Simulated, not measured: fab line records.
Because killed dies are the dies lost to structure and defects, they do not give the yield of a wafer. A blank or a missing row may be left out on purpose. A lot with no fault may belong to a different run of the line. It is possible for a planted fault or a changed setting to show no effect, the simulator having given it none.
Chamber matching	flow n5 finfet	N5_SD_EPI_N_ETCHBACK_44 on rie diel-01: 4 sister chambers
The step etches SiNx in CH3F/O2, stops on SiO2, target depth 14.5 nm. 4 wafers are shown with their chamber, then 8 later ones without.

WAFERS PAIRED WITH THEIR CHAMBERS
wafer	chamber	showerhead plenum p Torr (Torr)
L082.5	1	1.89
L083.6	3	1.95
L087.1	2	2.02
L089.3	0	1.95

WAFERS WHOSE CHAMBER IS MISSING
wafer	showerhead plenum p Torr (Torr)
L089.4	1.89
L089.6	1.94
L091.2	1.94
L091.4	1.95
L091.5	2.01
L092.1	1.94
L092.2	1.95
L092.5	1.95

WHICH CHAMBER EACH WENT THROUGH
wafer	from the rows above	in truth
L089.4	1	1
L089.6	can't be placed: 0 or 3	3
L091.2	can't be placed: 0 or 3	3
L091.4	can't be placed: 0 or 3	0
L091.5	2	2
L092.1	can't be placed: 0 or 3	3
L092.2	can't be placed: 0 or 3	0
L092.5	can't be placed: 0 or 3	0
2 of 8 placed correctly. These rows do not allow placing 6 (true chamber among the candidates in 6). Placed wrongly: 0.
How it was worked out, from the rows above alone: a wafer's distance from a chamber is the root of the sum, over the readings, of the square of ((its reading less the chamber's mean) divided by the reading's scatter). The wafer belongs to the nearest chamber; if the next one is less than 2 further off, it can't be placed. For every chamber, the mean is computed from those of its wafers that are shown. The scatter: root of mean squared gap, hidden wafer to nearest shown wafer, with one shown wafer a chamber.
